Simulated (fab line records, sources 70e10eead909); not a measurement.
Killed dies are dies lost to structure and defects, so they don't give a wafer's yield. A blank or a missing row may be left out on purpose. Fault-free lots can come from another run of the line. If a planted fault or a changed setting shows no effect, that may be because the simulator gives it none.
Chamber matching | flow nandHarc | aldHk-01 running NHARC_A_CHANNEL_FILL_D1_ALD_14: 4 sister chambers
The step deposits SiO2, target thk 2.5 nm, pulse time 10 s, ald cycles 25. 8 wafers are shown with their chamber, then 10 later ones without.

## EACH WAFER AND ITS CHAMBER
wafer  | chamber | heaterPowerW (W) | precursorPulseHeightRel
L084.1 | 0       | 452              | 0.978
L085.1 | 1       | 434              | 1.011
L085.2 | 2       | 450              | 1.020
L087.2 | 0       | 456              | 0.991
L087.4 | 3       | 501              | 0.970
L087.5 | 1       | 440              | 1.005
L090.3 | 3       | 477              | 1.022
L090.5 | 2       | 462              | 1.002

## WAFERS WHOSE CHAMBER IS MISSING
wafer  | heaterPowerW (W) | precursorPulseHeightRel
L090.6 | 487              | 0.983
L088.1 | 458              | 1.003
L088.2 | 487              | 1.041
L088.5 | 450              | 0.989
L095.1 | 459              | 1.020
L095.4 | 447              | 0.994
L095.6 | 442              | 1.010
L096.2 | 495              | 0.990
L096.3 | 457              | 0.961
L096.6 | 443              | 0.976

## WHICH CHAMBER EACH WENT THROUGH
wafer  | from the rows above          | in truth
L090.6 | 3                            | 3
L088.1 | can't be placed: 2 or 0 or 1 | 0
L088.2 | can't be placed: 3 or 2      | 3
L088.5 | can't be placed: 0 or 2 or 1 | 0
L095.1 | can't be placed: 2 or 0 or 1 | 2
L095.4 | can't be placed: 0 or 1 or 2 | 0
L095.6 | can't be placed: 1 or 2 or 0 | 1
L096.2 | 3                            | 3
L096.3 | can't be placed: 0 or 2 or 1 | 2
L096.6 | can't be placed: 0 or 1 or 2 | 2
2 of 10 placed correctly. Unplaceable from these rows: 8, with the true chamber sitting among the candidates in 8. Wrongly placed: 0.
How it was worked out, from the rows above alone: a wafer's distance from a chamber is the root of the sum, over the readings, of the square of ((its reading less the chamber's mean) divided by the reading's scatter). If the next closest chamber is less than 2 further off than the closest, the wafer can't be placed; otherwise it belongs to the closest. Each chamber's mean is taken over the wafers shown for it. The scatter: take each reading less its chamber's mean, square it, sum over the shown wafers, divide by the number of wafers less the number of chambers, and take the root.
